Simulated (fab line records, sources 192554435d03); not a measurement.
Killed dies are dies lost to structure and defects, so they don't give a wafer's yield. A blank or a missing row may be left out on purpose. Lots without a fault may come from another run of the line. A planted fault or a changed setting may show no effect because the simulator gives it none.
Split-lot experiment | flow n5_finfet | 7 lots, 21 wafers read, on a route of 1938 steps

THE SPLIT
At N5_BEOL_M0_SAQP_MANDREL_ETCH_20 (etches a-Si in HBr/Cl2, stops on SiNx, target depth 60 nm, bt time 10 s, time 30 s), the setting icp_w was moved away from the recipe's 800 W on 7 of the 21 wafers read, by -11.2% to +12.1%. The other wafers ran this setting at the recipe's value.

The reading is taken at the split's own step.

THE READING
SOC_of_BEOL_M0_SAQP_COAT_81.thk_nm (the simulator's own value, which no gauge read), in nm, at N5_BEOL_M0_SAQP_MANDREL_ETCH_20 (etches a-Si in HBr/Cl2, stops on SiNx, target depth 60 nm, bt time 10 s, time 30 s). The file gives no usual value for it. The 14 wafers here that ran the recipe average 76.2 nm, standard deviation 0.4 nm.

wafer  | tool, chamber at the split | icp_w as run, W | against the recipe | SOC_of_BEOL_M0_SAQP_COAT_81.thk_nm, nm | against lot-mates on the recipe
L076.1 | rie_si-02, 1               | 710.7           | -11.2%             | 77.6                                   | +1.8
L076.2 | rie_si-02, 2               | 710.7           | -11.2%             | 77.2                                   | +1.4
L076.5 | rie_si-02, 2               | 800             | recipe             | 75.8                                   | -
L080.1 | rie_si-05, 3               | 800             | recipe             | 76                                     | -
L080.3 | rie_si-05, 2               | 800             | recipe             | 76.4                                   | -
L080.6 | rie_si-05, 2               | 800             | recipe             | 76.6                                   | -
L089.3 | rie_si-02, 2               | 896.5           | +12.1%             | 75.2                                   | -1.4
L089.4 | rie_si-02, 3               | 896.5           | +12.1%             | 74.8                                   | -1.8
L089.5 | rie_si-02, 1               | 800             | recipe             | 76.6                                   | -
L091.2 | rie_si-05, 1               | 800             | recipe             | 76                                     | -
L091.4 | rie_si-05, 3               | 800             | recipe             | 75.4                                   | -
L091.6 | rie_si-05, 3               | 896.4           | +12.1%             | 74.4                                   | -1.3
L094.1 | rie_si-05, 0               | 844.6           | +5.6%              | 76.2                                   | -0.4
L094.2 | rie_si-05, 3               | 800             | recipe             | 76.6                                   | -
L094.5 | rie_si-05, 3               | 844.6           | +5.6%              | 76                                     | -0.6
L095.2 | rie_si-05, 2               | 800             | recipe             | 76.8                                   | -
L095.3 | rie_si-05, 3               | 800             | recipe             | 76.4                                   | -
L095.6 | rie_si-05, 3               | 800             | recipe             | 76.2                                   | -
L096.2 | rie_si-05, 0               | 800             | recipe             | 75.6                                   | -
L096.4 | rie_si-05, 2               | 800             | recipe             | 76                                     | -
L096.6 | rie_si-05, 1               | 800             | recipe             | 76.4                                   | -

THE FIT
A straight line over all 21 wafers: SOC_of_BEOL_M0_SAQP_COAT_81.thk_nm changes by -0.106 nm for each +1% of icp_w; r = -0.85; the points scatter about the line by 0.41 nm.
The same after taking each lot's own level away (the mean of its wafers on the recipe; 21 wafers): -0.129 nm for each +1%; r = -0.95; scatter 0.25 nm.
On that fit, the largest move of icp_w shifts the reading by 1.6 nm.
The lots' own levels span 75.70 to 76.60 nm, that is 2.2 times the standard deviation above.
So the lot-to-lot level changes the slope: the two fits differ.
Check: with one of the wafers moved furthest among these (+12.1%) left out of the fit, the line predicts -1.55 nm for it against its lot-mates. It came out at -1.4 nm against them.

OTHER SPLITS ON THESE WAFERS
These wafers also went through other splits before the reading. Each is held against what the fit with the lots' levels taken away leaves over:
other split on the same wafers           | wafers away from the commonest value | r with SOC_of_BEOL_M0_SAQP_COAT_81.thk_nm (lot level and that fit taken away)
N5_MOL_CONTACT_COAG_ETCH_124 source_w    | 10                                   | -0.05
N5_MOL_CONTACT_COAG_CVD_140 target_thk_a | 6                                    | -0.13

THE FILE'S OWN FIT
SOC_of_BEOL_M0_SAQP_COAT_81.thk_nm changes by -0.125 nm for each +1% of icp_w, r = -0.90.
